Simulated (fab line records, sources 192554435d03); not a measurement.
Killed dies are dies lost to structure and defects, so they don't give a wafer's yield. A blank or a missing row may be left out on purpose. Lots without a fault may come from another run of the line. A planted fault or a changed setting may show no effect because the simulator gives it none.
Split-lot experiment | flow n5_finfet | 7 lots, 39 wafers read, on a route of 1938 steps

THE SPLIT
At N5_PASSIVATION_PECVD_35 (deposits SiNx from SiH4/NH3/N2, target thk 700 nm, time 151.3 s), the setting time_s was moved away from the recipe's 151.3 s on 15 of the 39 wafers read, by -52.7% to +57.1%. The other wafers ran this setting at the recipe's value.

The reading is taken at the split's own step.

THE READING
SiNx_of_PASSIVATION_PECVD_35.thk_nm (the simulator's own value, which no gauge read), in nm, at N5_PASSIVATION_PECVD_35 (deposits SiNx from SiH4/NH3/N2, target thk 700 nm, time 151.3 s). The file gives no usual value for it. The 24 wafers here that ran the recipe average 702.4 nm, standard deviation 7.1 nm.

wafer  | tool, chamber at the split | time_s as run, s | against the recipe | SiNx_of_PASSIVATION_PECVD_35.thk_nm, nm | against lot-mates on the recipe
L074.1 | pecvd-04, 0                | 237.7            | +57.1%             | 1087                                    | +381.4
L074.2 | pecvd-04, 1                | 151.3            | recipe             | 703                                     | -
L074.3 | pecvd-04, 2                | 237.7            | +57.1%             | 1090                                    | +384.4
L074.4 | pecvd-04, 0                | 237.7            | +57.1%             | 1107                                    | +401.4
L074.5 | pecvd-04, 2                | 151.3            | recipe             | 704.6                                   | -
L074.6 | pecvd-04, 1                | 151.3            | recipe             | 709.2                                   | -
L079.1 | pecvd-04, 1                | 151.3            | recipe             | 697.6                                   | -
L079.2 | pecvd-04, 0                | 79.54            | -47.4%             | 361.4                                   | -338.1
L079.3 | pecvd-04, 2                | 151.3            | recipe             | 694.6                                   | -
L079.4 | pecvd-04, 1                | 79.54            | -47.4%             | 378.2                                   | -321.3
L079.5 | pecvd-04, 2                | 79.54            | -47.4%             | 380                                     | -319.5
L079.6 | pecvd-04, 0                | 151.3            | recipe             | 706.2                                   | -
L087.1 | pecvd-04, 2                | 151.3            | recipe             | 692.8                                   | -
L087.2 | pecvd-04, 1                | 151.3            | recipe             | 707.8                                   | -
L087.3 | pecvd-04, 0                | 151.3            | recipe             | 703.8                                   | -
L087.4 | pecvd-04, 0                | 151.3            | recipe             | 700.6                                   | -
L087.5 | pecvd-04, 2                | 151.3            | recipe             | 702.8                                   | -
L087.6 | pecvd-04, 1                | 151.3            | recipe             | 716.8                                   | -
L089.1 | pecvd-01, 0                | 151.3            | recipe             | 691                                     | -
L089.2 | pecvd-01, 2                | 92.4             | -38.9%             | 414.6                                   | -279.5
L089.3 | pecvd-01, 1                | 151.3            | recipe             | 693.2                                   | -
L089.4 | pecvd-01, 0                | 92.4             | -38.9%             | 431.4                                   | -262.7
L089.5 | pecvd-01, 1                | 92.4             | -38.9%             | 413.4                                   | -280.7
L089.6 | pecvd-01, 2                | 151.3            | recipe             | 698.2                                   | -
L092.1 | pecvd-04, 0                | 151.3            | recipe             | 701.4                                   | -
L092.2 | pecvd-04, 2                | 177.2            | +17.1%             | 832                                     | +123.1
L092.3 | pecvd-04, 1                | 151.3            | recipe             | 708.2                                   | -
L092.4 | pecvd-04, 1                | 177.2            | +17.1%             | 838.6                                   | +129.7
L092.5 | pecvd-04, 2                | 151.3            | recipe             | 717                                     | -
L092.6 | pecvd-04, 0                | 177.2            | +17.1%             | 832.2                                   | +123.3
L095.1 | pecvd-01, 1                | 71.64            | -52.7%             | 333.8                                   | -371.7
L095.2 | pecvd-01, 0                | 71.64            | -52.7%             | 333                                     | -372.5
L095.3 | pecvd-01, 1                | 151.3            | recipe             | 701.6                                   | -
L095.4 | pecvd-01, 0                | 71.64            | -52.7%             | 329.8                                   | -375.7
L095.5 | pecvd-01, 0                | 151.3            | recipe             | 706.4                                   | -
L095.6 | pecvd-01, 1                | 151.3            | recipe             | 708.6                                   | -
L097.1 | pecvd-01, 1                | 151.3            | recipe             | 701                                     | -
L097.3 | pecvd-01, 2                | 151.3            | recipe             | 688.2                                   | -
L097.6 | pecvd-01, 1                | 151.3            | recipe             | 702.2                                   | -

THE FIT
A straight line over all 39 wafers: SiNx_of_PASSIVATION_PECVD_35.thk_nm changes by +7.01 nm for each +1% of time_s; r = +1.00; the points scatter about the line by 8.8 nm.
The same after taking each lot's own level away (the mean of its wafers on the recipe; 39 wafers): +6.95 nm for each +1%; r = +1.00; scatter 7.2 nm.
On that fit, the largest move of time_s shifts the reading by 4e+02 nm.
The lots' own levels span 694.13 to 708.87 nm, that is 2.1 times the standard deviation above.
So the lot-to-lot level changes the slope little: the two slopes agree.
Check: with one of the wafers moved furthest among these (+57.1%) left out of the fit, the line predicts +399 nm for it against its lot-mates. It came out at +381 nm against them.

OTHER SPLITS ON THESE WAFERS
These wafers also went through other splits before the reading. Each is held against what the fit with the lots' levels taken away leaves over:
other split on the same wafers     | wafers away from the commonest value | r with SiNx_of_PASSIVATION_PECVD_35.thk_nm (lot level and that fit taken away)
N5_BEOL_M11_ETCH_62 time_s         | 18                                   | +0.03
N5_MIM_TOP_SPUTTER_03 target_thk_a | 9                                    | -0.01

THE FILE'S OWN FIT
SiNx_of_PASSIVATION_PECVD_35.thk_nm changes by +6.95 nm for each +1% of time_s, r = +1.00.
